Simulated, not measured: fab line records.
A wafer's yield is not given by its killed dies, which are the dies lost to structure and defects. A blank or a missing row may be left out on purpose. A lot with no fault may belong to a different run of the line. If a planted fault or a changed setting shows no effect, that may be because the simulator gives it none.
Chamber matching | flow n5Finfet | 4 sister chambers for N5_MOL_CONTACT_COAG_CMP_52 on cmp-03
The step polishes, stops on SiO2, t overpolish 1.5 s, target thk 66.5 nm. 8 wafers are shown with their chamber, then 8 later ones without.

WAFERS WITH THEIR CHAMBER
wafer  | chamber | motorCurrentA (A) | headPressurePsi (psi)
L074.2 | 1       | 10.8              | 4.027
L077.4 | 3       | 12.4              | 4.025
L077.5 | 3       | 12.1              | 4.008
L081.2 | 0       | 11.2              | 3.984
L081.5 | 0       | 11.3              | 3.997
L082.4 | 1       | 11.1              | 4.006
L082.6 | 2       | 11.5              | 4.000
L084.2 | 2       | 11.3              | 4.001

WAFERS WITHOUT THEIR CHAMBER
wafer  | motorCurrentA (A) | headPressurePsi (psi)
L084.4 | 11.3              | 3.995
L084.5 | 10.7              | 4.003
L089.1 | 11.1              | 3.981
L089.3 | 11.9              | 3.994
L089.4 | 11.8              | 3.991
L091.3 | 11.8              | 4.003
L091.4 | 11.0              | 4.011
L091.5 | 12.1              | 3.992

WHICH CHAMBER EACH ONE RAN IN
wafer  | from the rows above          | in truth
L084.4 | can't be placed: 0 or 2      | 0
L084.5 | can't be placed: 1 or 0      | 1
L089.1 | can't be placed: 0 or 2      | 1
L089.3 | can't be placed: 3 or 2 or 0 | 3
L089.4 | can't be placed: 2 or 0 or 3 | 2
L091.3 | can't be placed: 2 or 3 or 0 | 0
L091.4 | can't be placed: 1 or 0 or 2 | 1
L091.5 | can't be placed: 3 or 2      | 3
Correctly placed: 0 of 8. Unplaceable from these rows: 8, with the true chamber sitting among the candidates in 7. Number placed wrongly: 0.
How it was worked out, from the rows above alone: a wafer's distance from a chamber is the root of the sum, over the readings, of the square of ((its reading less the chamber's mean) divided by the reading's scatter). If the next closest chamber is less than 2 further off than the closest, the wafer can't be placed; otherwise it belongs to the closest. A chamber's mean is the mean of its shown wafers. The scatter: take each reading less its chamber's mean, square it, sum over the shown wafers, divide by the number of wafers less the number of chambers, and take the root.
